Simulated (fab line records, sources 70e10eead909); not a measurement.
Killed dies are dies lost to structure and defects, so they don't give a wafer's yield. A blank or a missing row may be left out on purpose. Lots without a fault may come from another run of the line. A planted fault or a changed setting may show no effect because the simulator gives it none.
Which tool did it? | flow nand_harc | 7 lots, 21 wafers sampled, at 1 step of a route of 1302

WHAT THE GAUGES READ, wafer by wafer
NHARC_A_ZERO_WELL_INSPECT_17.
lot  | measured     | on                | raw_defect_count
L343 | day 7 03:20  | defect_inspect-01 | 9 15 12
L345 | day 7 21:23  | defect_inspect-01 | 10 15 14
L347 | day 8 19:05  | defect_inspect-02 | 14 26 11
L350 | day 10 02:23 | defect_inspect-01 | 6 7 6
L355 | day 12 02:39 | defect_inspect-02 | 14 12 16
L363 | day 15 17:38 | defect_inspect-01 | 7 14 11
L365 | day 16 05:01 | defect_inspect-01 | 11 12 18

WHICH TOOL RAN EACH LOT (tool, then ch and the chambers of the sampled wafers, then the start)
The record holds no process step before these readings.

THE ANSWER, worked out from the rows above alone
Rule: what is usual is taken from the lots themselves. Put in order of their means at a reading, lots are off if they are a third of the lots or fewer, leave a main group of 4 or more, and stand apart from it by a gap of 3 or more times the standard deviation of the main group's means; of several such gaps the widest counts. A main group whose means are all the same, to the digits that the tables above print for the reading, isn't used. A lot without any number at a reading at which 4 lots or more have one is off too. The other lots that the step has rows for count as sound.
No lot is off at any reading shown: from this, nothing can be told.

WHAT THE SIMULATOR HAD PUT IN
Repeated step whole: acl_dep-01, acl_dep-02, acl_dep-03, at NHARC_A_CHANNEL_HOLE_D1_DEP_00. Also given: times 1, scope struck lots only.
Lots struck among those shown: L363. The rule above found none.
